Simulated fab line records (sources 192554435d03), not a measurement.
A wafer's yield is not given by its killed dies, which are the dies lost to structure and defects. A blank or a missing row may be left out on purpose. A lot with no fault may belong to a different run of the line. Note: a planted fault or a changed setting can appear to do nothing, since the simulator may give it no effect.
Code-filled problem report in 8D (eight disciplines) form / flow n5Finfet / the parts of the form that need people (team, actions taken, sign-off) are left out

## 1. PROBLEM STATEMENT
Mean of runLengthS at N5_BEOL_M1_ETCH_70: 127.9 s across 4 wafers in 2 lots; on wafers with no fault it is 143.5 s (standard deviation 0.49). That is -32 standard deviations from the usual mean.
The step: etches SOC in N2/H2, target depth 80 nm, overetch 16 nm, time 120 s.
First observed at day 10 14:15: wafer L587.1, on rieDiel-04. The record holds 28 wafers of 10 lots with a number at this step. The rule behind "out" and "out of limits": a value lying over 4 standard deviations away from the usual mean. The rest of the wafers with a number are treated as sound.

## 2. WHAT IT IS AND WHAT IT IS NOT
question=which readings at this step | is=runLengthS | is not=drypumpMotorCurrentA, throttleValvePct
question=which lots | is=L587, L591 | is not=L574, L575, L576, L577, L580, L584, L594, L595
question=which wafers of those lots | is=all that have a number | is not=-
question=read on which tools | is=rieDiel-04 | is not=rieDiel-02, rieDiel-05
question=when | is=from day 10 14:15 | is not=up to then (18 sound wafers); but 6 sound wafers of L594, L595 came after

## 3. SUSPECTS, AND WHAT RULES EACH OUT
Counting: any tool at a process step up to the reading is kept as a suspect provided that every lot that is out went through it and no sound lot did after the first of them.
- rieDiel-04 at N5_BEOL_M1_ETCH_70 (etches SOC in N2/H2, target depth 80 nm, overetch 16 nm, time 120 s): kept. Every lot that is out went through it, starting with L587 (day 10 14:15), and after that it ran no sound lot; the last sound lot it ran before then is L577 (day 7 22:20). Its own readings are out on those wafers: runLengthS.
Left after counting: rieDiel-04 at N5_BEOL_M1_ETCH_70.

## 4. THE CAUSE (what the simulator had put in)
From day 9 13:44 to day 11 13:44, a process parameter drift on rieDiel-04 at N5_BEOL_M1_ETCH_70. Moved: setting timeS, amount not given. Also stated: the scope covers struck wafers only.
The count eliminated every tool but this one.

## 5. THE CHAIN OF EFFECTS, in route order
Each row: a reading whose mean over the struck wafers that have a number lies more than 3 standard deviations from the usual. Scope: only readings with a usual standard deviation given in the record; hours: median across lots of the time from each lot's start at the first step in this table that gives one to its start at this step; sigmas: change in usual standard deviations.
hours=0; step=N5_BEOL_M1_ETCH_70; reading=runLengthS; usual=143.5 s; on struck wafers=127.9; change=-15.6; sigmas=-32
The process steps in it:
- N5_BEOL_M1_ETCH_70: etches SOC in N2/H2, target depth 80 nm, overetch 16 nm, time 120 s.
Readings that are blank on the struck wafers while sound wafers have them: biasW at N5_BEOL_M1_ETCH_70.
Later measuring or inspecting steps at which every struck wafer that the step has a row for has a number for every such reading, and none has moved that far: N5_BEOL_M1_OCD_MEAS_38, N5_BEOL_M4_RC_MEAS_101.

## 6. HOW IT WOULD HAVE BEEN CAUGHT EARLIER
First out-of-limits reading in this record: day 10 14:15, which is 25 hours after fault onset at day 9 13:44.
